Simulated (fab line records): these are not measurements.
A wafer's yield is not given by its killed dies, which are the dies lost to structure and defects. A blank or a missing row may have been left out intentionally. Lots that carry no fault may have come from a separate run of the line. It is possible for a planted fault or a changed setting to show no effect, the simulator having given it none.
What tool caused it? | flow n5_finfet | 10 lots, 28 wafers sampled, at 5 steps of a route of 1938

WHAT THE GAUGES READ, wafer by wafer
N5_FIN_SAQP_THK_MEAS_07. Usual: 60.2 nm for thk_nm, sd 0.93.
lot  | measured    | on            | thk_nm (nm)    | flag
L697 | day 2 10:26 | film_metro-02 | 59.4 59.4 61.1 |
L700 | day 3 02:56 | film_metro-01 | 58.5 59.5 60.2 |
L701 | day 3 09:22 | film_metro-01 | 60.1 59.7 61.2 |
L703 | day 3 22:10 | film_metro-01 | 59.8 61.0 61.7 |
L708 | day 5 04:01 | film_metro-01 | 58.7 61.0 60.1 |
L709 | day 5 10:25 | film_metro-01 | 59.7 60.3 59.6 |
L710 | day 5 16:04 | film_metro-02 | 59.8 60.0      |
L711 | day 5 22:56 | film_metro-01 | 59.8 60.0      |
L715 | day 6 22:25 | film_metro-02 | 58.8 59.7 59.7 |
L717 | day 7 09:32 | film_metro-02 | 60.6 61.8 59.6 |

N5_BEOL_M4_RC_MEAS_101. Usual: DIBL_N 36.2 mV/V, standard deviation 1.7; DIBL_P 36.6 mV/V, standard deviation 1.9; IOFF_N 0.16 nA/um, standard deviation 0.032; IOFF_P 0.21 nA/um, standard deviation 0.037; ION_N 675 uA/um, standard deviation 12; ION_P 460 uA/um, standard deviation 8.1; SS_N 71.4 mV/dec, standard deviation 0.58; SS_P 73.4 mV/dec, standard deviation 0.64; VT_N 249 mV, standard deviation 3.2; VT_P -252 mV, standard deviation 3.4.
lot  | measured     | on        | DIBL_N (mV/V)  | DIBL_P (mV/V)  | IOFF_N (nA/um) | IOFF_P (nA/um) | ION_N (uA/um) | ION_P (uA/um) | SS_N (mV/dec)  | SS_P (mV/dec)  | VT_N (mV)   | VT_P (mV)      | flag
L697 | day 8 10:26  | prober-01 | 38.3 40.0 36.8 | 38.3 40.5 37.0 | 0.19 0.24 0.18 | 0.26 0.31 0.24 | 684 685 685   | 460 469 466   | 71.3 72.7 71.6 | 74.0 74.1 73.1 | 246 244 247 | -247 -242 -246 |
L700 | day 9 02:31  | prober-02 | 37.4 34.8 35.5 | 38.4 34.5 35.5 | 0.18 0.13 0.15 | 0.23 0.16 0.18 | 679 674 671   | 467 461 458   | 71.6 70.8 70.8 | 74.6 73.0 73.6 | 249 251 251 | -246 -251 -253 |
L701 | day 9 08:15  | prober-02 | 35.1 34.4 36.1 | 35.8 34.5 37.2 | 0.15 0.14 0.18 | 0.20 0.19 0.23 | 688 674 681   | 470 460 468   | 71.5 71.0 71.5 | 73.1 72.3 73.6 | 249 246 246 | -250 -252 -248 |
L703 | day 9 11:06  | prober-01 | 39.4 39.1 38.0 | 39.6 39.7 38.2 | 0.27 0.25 0.23 | 0.30 0.30 0.27 | 700 697 697   | 471 473 471   | 72.8 71.7 71.8 | 74.4 74.9 73.8 | 242 241 242 | -245 -244 -250 |
L708 | day 11 05:08 | prober-02 | 36.2 33.7 36.9 | 37.0 33.3 37.8 | 0.16 0.12 0.18 | 0.20 0.15 0.22 | 672 665 673   | 453 450 460   | 71.1 71.1 71.8 | 73.1 72.2 73.6 | 247 252 248 | -253 -254 -251 |
L709 | day 11 07:01 | prober-02 | 38.6 34.5 37.6 | 41.4 36.3 40.2 | 0.21 0.13 0.18 | 0.26 0.18 0.23 | 679 668 681   | 467 460 464   | 72.2 71.0 71.9 | 74.4 72.3 73.9 | 246 253 247 | -249 -252 -254 |
L710 | day 11 09:05 | prober-01 | 35.3 33.8      | 37.0 34.9      | 0.17 0.14      | 0.18 0.15      | 685 671       | 454 444       | 71.2 71.3      | 73.0 73.1      | 249 250     | -258 -260      |
L711 | day 12 01:31 | prober-01 | 35.6 37.8      | 36.4 38.3      | 0.15 0.20      | 0.20 0.23      | 665 670       | 455 455       | 71.0 72.0      | 73.4 73.8      | 251 246     | -249 -251      |
L715 | day 12 22:44 | prober-02 | 36.8 36.7 37.9 | 36.1 35.8 37.3 | 0.13 0.15 0.15 | 0.19 0.18 0.20 | 656 683 671   | 448 457 461   | 71.4 71.7 71.1 | 72.4 72.7 73.7 | 253 252 250 | -255 -256 -252 |
L717 | day 13 07:38 | prober-01 | 38.3 37.1 36.5 | 39.7 37.1 36.0 | 0.20 0.18 0.17 | 0.26 0.22 0.21 | 692 682 682   | 470 466 466   | 71.9 71.8 71.2 | 74.3 74.0 73.5 | 247 248 248 | -247 -251 -250 |

EACH LOT AND THE TOOL THAT RAN IT (in order: tool; ch and the chambers of the sampled wafers; start)
lot  | N5_FIN_SAQP_ETCH_51               | N5_FIN_SAQP_SPACER2_ETCHBACK_29   | N5_FIN_SAQP_FIN_ETCH_36
L697 | rie_diel-04 ch 0,2,3, day 2 10:59 | rie_diel-06 ch 0,1,3, day 2 14:31 | rie_si-03 ch 0,1,3, day 2 15:02
L700 | rie_diel-04 ch 2,3, day 3 03:33   | rie_diel-05 ch 0,2,3, day 3 06:53 | rie_si-03 ch 0,2, day 3 07:37
L701 | rie_diel-06 ch 2,3, day 3 09:59   | rie_diel-05 ch 3, day 3 13:50     | rie_si-03 ch 0,1,3, day 3 14:36
L703 | rie_diel-06 ch 1,2, day 3 22:49   | rie_diel-05 ch 0,2, day 4 02:53   | rie_si-03 ch 0,1,2, day 4 03:38
L708 | rie_diel-05 ch 1,2, day 5 05:16   | rie_diel-06 ch 1,2,3, day 5 09:36 | rie_si-06 ch 0,1,2, day 5 10:08
L709 | rie_diel-06 ch 0,3, day 5 11:02   | rie_diel-06 ch 0,2,3, day 5 14:25 | rie_si-01 ch 0,1,2, day 5 14:56
L710 | rie_diel-05 ch 2,3, day 5 16:41   | rie_diel-05 ch 0,2, day 5 20:20   | rie_si-01 ch 0,1, day 5 20:52
L711 | rie_diel-04 ch 1,3, day 5 23:25   | rie_diel-05 ch 1,2, day 6 02:51   | rie_si-01 ch 0,3, day 6 03:23
L715 | rie_diel-04 ch 0,3, day 6 23:02   | rie_diel-04 ch 1,3, day 7 02:49   | rie_si-03 ch 0,1, day 7 03:21
L717 | rie_diel-05 ch 2,3, day 7 10:09   | rie_diel-04 ch 0,2,3, day 7 13:38 | rie_si-03 ch 0,1,2, day 7 14:26
- N5_FIN_SAQP_ETCH_51: etches SiARC in CF4, target depth 45.5 nm, time 75.8 s.
- N5_FIN_SAQP_SPACER2_ETCHBACK_29: etches SiO2 in CHF3/O2, target depth 12.2 nm, time 6.1 s.
- N5_FIN_SAQP_FIN_ETCH_36: etches the open film in HBr/Cl2/O2, target depth 120 nm, time 50.4 s.

WHAT THE TOOLS THEMSELVES READ (means of the sampled wafers that have a number; where no wafer has one, the mark that the record gives instead)
N5_FIN_SAQP_ETCH_51. Usual: drypump_motor_current_A 5.5 A, standard deviation 0.47; etch_rf_on_time_s 75.7 s, standard deviation 1.9; oes_product_au 0.67 a.u., standard deviation 0.064; rf_vpp_V 183.9 V, standard deviation 1.2; showerhead_plenum_p_Torr 2.13 Torr, standard deviation 0.071; throttle_valve_pct 15.64 %, standard deviation 0.19.
lot  | tool        | drypump_motor_current_A (A) | etch_rf_on_time_s (s) | oes_product_au (a.u.) | rf_vpp_V (V) | showerhead_plenum_p_Torr (Torr) | throttle_valve_pct (%) | flag
L697 | rie_diel-04 | 5.7                         | 76.3                  | 0.70                  | 184.0        | 2.17                            | 15.63                  |
L700 | rie_diel-04 | 5.5                         | 73.1                  | 0.74                  | 184.0        | 2.15                            | 15.67                  |
L701 | rie_diel-06 | 5.0                         | 76.0                  | 0.63                  | 182.3        | 2.06                            | 15.80                  |
L703 | rie_diel-06 | 5.4                         | 73.7                  | 0.66                  | 184.0        | 2.14                            | 15.77                  |
L708 | rie_diel-05 | 5.2                         | 76.3                  | 0.80                  | 183.7        | 2.16                            | 15.36                  |
L709 | rie_diel-06 | 4.8                         | 75.7                  | 0.65                  | 182.1        | 2.06                            | 15.67                  |
L710 | rie_diel-05 | 5.9                         | 78.8                  | 0.68                  | 183.3        | 2.15                            | 15.48                  |
L711 | rie_diel-04 | 5.5                         | 75.7                  | 0.67                  | 183.8        | 2.10                            | 15.56                  |
L715 | rie_diel-04 | 5.3                         | 76.4                  | 0.64                  | 184.8        | 2.17                            | 15.69                  |
L717 | rie_diel-05 | 6.0                         | 78.6                  | 0.63                  | 184.0        | 2.11                            | 15.57                  |

N5_FIN_SAQP_SPACER2_ETCHBACK_29. Usual: O2_flow_sccm 5.001 sccm, standard deviation 0.014; drypump_motor_current_A 5.6 A, standard deviation 0.51; oes_product_au 0.79 a.u., standard deviation 0.084; rf_vpp_V 517 V, standard deviation 8.6; showerhead_plenum_p_Torr 2.41 Torr, standard deviation 0.097; throttle_valve_pct 18.95 %, standard deviation 0.23.
lot  | tool        | O2_flow_sccm (sccm) | drypump_motor_current_A (A) | oes_product_au (a.u.) | rf_vpp_V (V) | showerhead_plenum_p_Torr (Torr) | throttle_valve_pct (%) | flag
L697 | rie_diel-06 | 5.014               | 5.1                         | 0.76                  | 518          | 2.36                            | 19.09                  |
L700 | rie_diel-05 | 5.006               | 5.9                         | 0.83                  | 518          | 2.46                            | 18.85                  |
L701 | rie_diel-05 | 4.995               | 6.4                         | 0.70                  | 506          | 2.29                            | 18.90                  |
L703 | rie_diel-05 | 5.009               | 5.7                         | 0.85                  | 524          | 2.55                            | 18.97                  |
L708 | rie_diel-06 | 4.984               | 5.3                         | 0.74                  | 519          | 2.37                            | 19.15                  |
L709 | rie_diel-06 | 5.014               | 5.0                         | 0.74                  | 508          | 2.35                            | 19.06                  |
L710 | rie_diel-05 | 5.001               | 5.6                         | 0.96                  | 523          | 2.54                            | 18.90                  |
L711 | rie_diel-05 | 5.009               | 5.2                         | 1.04                  | 520          | 2.46                            | 18.68                  |
L715 | rie_diel-04 | 4.989               | 5.6                         | 0.76                  | 524          | 2.34                            | 18.82                  |
L717 | rie_diel-04 | 5.006               | 5.7                         | 0.78                  | 519          | 2.43                            | 19.06                  |

N5_FIN_SAQP_FIN_ETCH_36. Usual: O2_flow_sccm 12.00 sccm, standard deviation 0.036; drypump_motor_current_A 5.9 A, standard deviation 0.41; mfc_cl2_sccm 79.99 sccm, standard deviation 0.29; oes_product_au 0.994 a.u., standard deviation 0.026; throttle_valve_pct 35.9 %, standard deviation 0.48.
lot  | tool      | O2_flow_sccm (sccm) | drypump_motor_current_A (A) | mfc_cl2_sccm (sccm) | oes_product_au (a.u.) | throttle_valve_pct (%) | flag
L697 | rie_si-03 | 12.01               | 5.8                         | 80.09               | 1.009                 | 35.7                   |
L700 | rie_si-03 | 12.00               | 6.4                         | 80.15               | 1.001                 | 35.6                   |
L701 | rie_si-03 | 11.97               | 5.8                         | 80.09               | 1.009                 | 35.7                   |
L703 | rie_si-03 | 12.01               | 6.1                         | 80.07               | 1.000                 | 35.5                   |
L708 | rie_si-06 | 11.99               | 5.8                         | 79.88               | 0.992                 | 36.3                   |
L709 | rie_si-01 | 11.96               | 6.0                         | 79.76               | 0.982                 | 36.4                   |
L710 | rie_si-01 | 11.95               | 6.0                         | 80.30               | 0.982                 | 36.0                   |
L711 | rie_si-01 | 12.03               | 6.0                         | 79.86               | 1.010                 | 36.0                   |
L715 | rie_si-03 | 12.02               | 6.1                         | 79.95               | 1.019                 | 35.5                   |
L717 | rie_si-03 | 11.99               | 6.1                         | 79.87               | 0.996                 | 35.5                   |

THE ANSWER, worked out from the rows above alone
Rule: a lot counts as off when the mean over its wafers that have a number is more than 3 standard deviations away from the usual mean. A lot without any number at a reading at which 4 lots or more have one is off too. Where the step has rows for the other lots, those lots are counted as sound. Order of review: gauges by route order, followed by the tools' own readings, for which a lot's mean as printed above is used. At the first step where some lot is off, the reading lying furthest off is the one used; lots without a number count as furthest.
Nothing can be told from this: no lot is off at any reading shown.

WHAT THE SIMULATOR PUT IN
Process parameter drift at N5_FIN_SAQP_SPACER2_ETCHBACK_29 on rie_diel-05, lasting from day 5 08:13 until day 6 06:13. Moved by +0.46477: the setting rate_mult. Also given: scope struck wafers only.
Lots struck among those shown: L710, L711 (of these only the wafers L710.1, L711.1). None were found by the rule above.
